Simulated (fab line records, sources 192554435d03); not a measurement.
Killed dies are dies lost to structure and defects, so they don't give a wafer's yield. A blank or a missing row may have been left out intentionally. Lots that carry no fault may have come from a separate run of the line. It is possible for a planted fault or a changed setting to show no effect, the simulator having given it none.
Chamber matching ; flow n5-finfet ; N5_BEOL_M1_ETCH_77 on rie-diel-03: 4 sister chambers
The step etches underlayer in N2/H2, target depth 6.5 nm, time 5.2 s. 8 wafers are shown with their chamber, then 9 later ones without.

== WAFERS PAIRED WITH THEIR CHAMBERS ==
wafer;chamber;drypump-motor-current-A (A);showerhead-plenum-p-Torr (Torr)
L078.5;1;6.1;2.66
L084.5;0;5.1;2.43
L088.6;1;6.1;2.65
L090.3;2;5.5;2.52
L090.5;0;5.2;2.43
L089.2;3;6.4;2.70
L089.3;2;5.5;2.52
L089.5;3;6.4;2.70

== WAFERS WITH NO CHAMBER GIVEN ==
wafer;drypump-motor-current-A (A);showerhead-plenum-p-Torr (Torr)
L092.2;6.4;2.70
L092.3;5.1;2.42
L092.5;6.1;2.65
L095.2;6.1;2.65
L095.3;6.4;2.69
L095.4;5.1;2.42
L096.3;5.1;2.42
L096.4;6.4;2.69
L096.5;6.4;2.69

== WHICH CHAMBER EACH WENT THROUGH ==
wafer;from the rows above;in truth
L092.2;3;3
L092.3;0;0
L092.5;1;1
L095.2;1;1
L095.3;3;3
L095.4;0;0
L096.3;0;0
L096.4;3;3
L096.5;3;3
Placed correctly: 9 of 9. Left unplaced by these rows: 0. Wrongly placed: 0.
How it was worked out, from the rows above alone: a wafer's distance from a chamber is the root of the sum, over the readings, of the square of ((its reading less the chamber's mean) divided by the reading's scatter). The wafer belongs to the nearest chamber; if the next one is less than 2 further off, it can't be placed. Each chamber's mean is taken over the wafers shown for it. The scatter: the root of (the sum of the squares of (reading less its chamber's mean) over the shown wafers, divided by (wafers less chambers)).
